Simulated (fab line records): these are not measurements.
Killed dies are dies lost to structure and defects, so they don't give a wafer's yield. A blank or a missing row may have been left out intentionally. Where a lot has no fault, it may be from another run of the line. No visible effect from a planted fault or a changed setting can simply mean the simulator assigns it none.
Which tool was responsible? + flow nand_harc + 36 wafers from 12 lots sampled at 6 of the route's 1302 steps

== WHAT EACH GAUGE READ, for each wafer ==
NHARC_P_M1_THK_MEAS_24: measures by xrf.
| lot  | measured     | on            | thk_nm (nm)       |
|------|--------------|---------------|-------------------|
| L164 | day 6 12:22  | film_metro-01 | 158.0 154.1 156.9 |
| L172 | day 9 13:19  | film_metro-01 | 158.6 158.7 158.9 |
| L173 | day 10 09:32 | film_metro-01 | 159.7 158.7 158.2 |
| L180 | day 12 20:09 | film_metro-02 | 157.6 156.8 157.1 |
| L179 | day 12 21:03 | film_metro-02 | 158.5 159.3 159.1 |
| L181 | day 13 05:27 | film_metro-02 | 160.8 160.8 158.5 |
| L182 | day 13 14:47 | film_metro-02 | 157.5 157.8 154.3 |
| L183 | day 14 02:46 | film_metro-02 | 156.6 156.8 159.6 |
| L184 | day 14 16:53 | film_metro-02 | 155.4 158.4 156.5 |
| L185 | day 15 03:21 | film_metro-01 | 156.6 156.6 155.0 |
| L186 | day 15 10:07 | film_metro-01 | 157.1 157.8 158.1 |
| L187 | day 15 19:28 | film_metro-01 | 158.9 156.6 156.8 |

NHARC_END_SORT_01.
| lot  | measured     | on        | defect_limited_yield (%) | killed_at_array | killed_at_other | killed_at_periphery | killed_dies | killed_open | killed_short |
|------|--------------|-----------|--------------------------|-----------------|-----------------|---------------------|-------------|-------------|--------------|
| L172 | day 28 05:46 | prober-01 | 92 88 92                 | 41 72 50        | 7 4 2           | 6 3 1               | 54 79 53    | 2 6 3       | 2 4 4        |
| L181 | day 31 08:36 | prober-01 | 88                       | 71              | 5               | 2                   | 78          | 3           | 3            |
| L185 | day 33 08:35 | prober-01 | 90 89 90                 | 61 74 70        | 2 2 1           | 3 1 0               | 66 77 71    | 5 7 3       | 3 2 1        |

== TOOL THAT RAN EACH LOT (tool first, then ch and the chambers of the sampled wafers, then the start) ==
| lot  | NHARC_P_M1_DESCUM_14               | NHARC_P_M1_PVD_20                       | NHARC_P_M1_ECD_22              | NHARC_P_M1_CMP_23             |
|------|------------------------------------|-----------------------------------------|--------------------------------|-------------------------------|
| L164 | rie_diel-05 ch 0,2,3, day 6 09:56  | pvd_sputter-03, day 6 11:20 or earlier  | ecd_cu-02 ch 0,1, day 6 11:20  | cmp-02 ch 0,1,3, day 6 12:07  |
| L172 | rie_diel-05 ch 0,1,2, day 9 10:53  | pvd_sputter-01, day 9 12:16 or earlier  | ecd_cu-01 ch 0,1, day 9 12:16  | cmp-01 ch 0,2,3, day 9 13:00  |
| L173 | rie_diel-01 ch 0,3, day 10 07:07   | pvd_sputter-01, day 10 08:30 or earlier | ecd_cu-01 ch 0,1, day 10 08:30 | cmp-01 ch 0,1,3, day 10 09:17 |
| L180 | rie_diel-01 ch 0,2, day 12 17:41   | pvd_sputter-01, day 12 19:06 or earlier | ecd_cu-01 ch 0,1, day 12 19:06 | cmp-02 ch 1,3, day 12 19:49   |
| L179 | rie_diel-01 ch 0,1,3, day 12 18:38 | pvd_sputter-03, day 12 20:04 or earlier | ecd_cu-02 ch 0,1, day 12 20:04 | cmp-01 ch 1,2,3, day 12 20:46 |
| L181 | rie_diel-05 ch 0,3, day 13 02:55   | pvd_sputter-03, day 13 04:20 or earlier | ecd_cu-01 ch 0,1, day 13 04:20 | cmp-01 ch 2,3, day 13 05:08   |
| L182 | rie_diel-09 ch 1,2,3, day 13 11:52 | pvd_sputter-03, day 13 13:46 or earlier | ecd_cu-01 ch 0,1, day 13 13:46 | cmp-02 ch 0,1,3, day 13 14:29 |
| L183 | rie_diel-01 ch 0,1,2, day 14 00:20 | pvd_sputter-01, day 14 01:49 or earlier | ecd_cu-01 ch 0,1, day 14 01:49 | cmp-01 ch 0,1,3, day 14 02:30 |
| L184 | rie_diel-05 ch 0,1,3, day 14 14:23 | pvd_sputter-01, day 14 15:52 or earlier | ecd_cu-01 ch 0,1, day 14 15:52 | cmp-04 ch 0,3, day 14 16:34   |
| L185 | rie_diel-01 ch 0,1, day 15 00:41   | pvd_sputter-02, day 15 02:19 or earlier | ecd_cu-02 ch 0,1, day 15 02:19 | cmp-04 ch 1,2,3, day 15 03:07 |
| L186 | rie_diel-01 ch 0,1,3, day 15 07:20 | pvd_sputter-02, day 15 08:44 or earlier | ecd_cu-01 ch 0,1, day 15 08:44 | cmp-01 ch 0,2,3, day 15 09:51 |
| L187 | rie_diel-01 ch 1,2, day 15 17:03   | pvd_sputter-03, day 15 18:26 or earlier | ecd_cu-01 ch 0,1, day 15 18:26 | cmp-02 ch 2,3, day 15 19:09   |
- NHARC_P_M1_DESCUM_14: chemistry O2, time 3 s.
- NHARC_P_M1_PVD_20: deposits TaN, target thk 5 nm, time 8.06 s.
- NHARC_P_M1_ECD_22: material Cu, target thk 400 nm.
- NHARC_P_M1_CMP_23: polishes, t overpolish 20 s, target thk 157.82 nm.

== WHAT THE TOOLS THEMSELVES READ (means of the sampled wafers that have a number; where no wafer has one, the mark that the record gives instead) ==
NHARC_P_M1_DESCUM_14.
| lot  | tool        | drypump_motor_current_A (A) | oes_product_au (a.u.) | rf_vpp_V (V) | showerhead_plenum_p_Torr (Torr) | throttle_valve_pct (%) |
|------|-------------|-----------------------------|-----------------------|--------------|---------------------------------|------------------------|
| L164 | rie_diel-05 | 5.9                         | 1.006                 | 59.2         | 1.93                            | 11.309                 |
| L172 | rie_diel-05 | 5.7                         | 0.998                 | 57.7         | 1.94                            | 11.317                 |
| L173 | rie_diel-01 | 5.7                         | 1.006                 | 57.9         | 1.93                            | 11.309                 |
| L180 | rie_diel-01 | 5.3                         | 1.004                 | 57.5         | 1.95                            | 11.310                 |
| L179 | rie_diel-01 | 5.5                         | 1.013                 | 58.7         | 1.97                            | 11.313                 |
| L181 | rie_diel-05 | 5.8                         | 0.998                 | 58.3         | 1.97                            | 11.314                 |
| L182 | rie_diel-09 | 6.0                         | 0.995                 | 57.7         | 1.96                            | 11.301                 |
| L183 | rie_diel-01 | 5.3                         | 1.000                 | 58.0         | 2.00                            | 11.303                 |
| L184 | rie_diel-05 | 5.6                         | 0.990                 | 58.1         | 1.98                            | 11.319                 |
| L185 | rie_diel-01 | 5.2                         | 0.998                 | 57.6         | 1.97                            | 11.313                 |
| L186 | rie_diel-01 | 5.5                         | 1.000                 | 57.4         | 1.97                            | 11.304                 |
| L187 | rie_diel-01 | 5.5                         | 1.003                 | 58.2         | 2.02                            | 11.306                 |

NHARC_P_M1_PVD_20.
| lot  | tool           | throttle_valve_pct (%) |
|------|----------------|------------------------|
| L164 | pvd_sputter-03 | 30.5                   |
| L172 | pvd_sputter-01 | 30.3                   |
| L173 | pvd_sputter-01 | 30.3                   |
| L180 | pvd_sputter-01 | 31.0                   |
| L179 | pvd_sputter-03 | 30.7                   |
| L181 | pvd_sputter-03 | 29.5                   |
| L182 | pvd_sputter-03 | 29.4                   |
| L183 | pvd_sputter-01 | 30.4                   |
| L184 | pvd_sputter-01 | 30.4                   |
| L185 | pvd_sputter-02 | 29.6                   |
| L186 | pvd_sputter-02 | 29.3                   |
| L187 | pvd_sputter-03 | 29.4                   |

NHARC_P_M1_CMP_23.
| lot  | tool   | motor_current_A (A) | time_to_endpoint_s (s) |
|------|--------|---------------------|------------------------|
| L164 | cmp-02 | 11.7                | 31.5                   |
| L172 | cmp-01 | 12.8                | 23.3                   |
| L173 | cmp-01 | 12.9                | 20.3                   |
| L180 | cmp-02 | 11.6                | 24.7                   |
| L179 | cmp-01 | 11.4                | 29.6                   |
| L181 | cmp-01 | 11.5                | 31.0                   |
| L182 | cmp-02 | 11.3                | 25.0                   |
| L183 | cmp-01 | 13.3                | 26.4                   |
| L184 | cmp-04 | 12.1                | 26.6                   |
| L185 | cmp-04 | 10.8                | 23.5                   |
| L186 | cmp-01 | 13.3                | 30.7                   |
| L187 | cmp-02 | 11.1                | 25.4                   |

== THE ANSWER, worked out from the rows above alone ==
Rule: the usual values come from the lots themselves. The widest of any qualifying gaps counts: lots, ordered by their means at a reading, are off when they make up no more than a third of the lots, leave a main group of 4 or more, and stand apart from it by 3 or more times the standard deviation of that group's means. The tables above print the reading to a certain number of digits; a main group whose means all agree to those digits is not used. Also off: a lot with no number at a reading for which 4 or more lots have one. Where the step has rows for the other lots, those lots are counted as sound. First the gauges in route order, then the tools' own readings, where a lot's mean is used as printed above. At the first step where some lot is off, the reading lying furthest off is the one used; lots without a number count as furthest.
Nothing can be told from this: no lot is off at any reading shown.

== WHAT HAD BEEN PUT IN BY THE SIMULATOR ==
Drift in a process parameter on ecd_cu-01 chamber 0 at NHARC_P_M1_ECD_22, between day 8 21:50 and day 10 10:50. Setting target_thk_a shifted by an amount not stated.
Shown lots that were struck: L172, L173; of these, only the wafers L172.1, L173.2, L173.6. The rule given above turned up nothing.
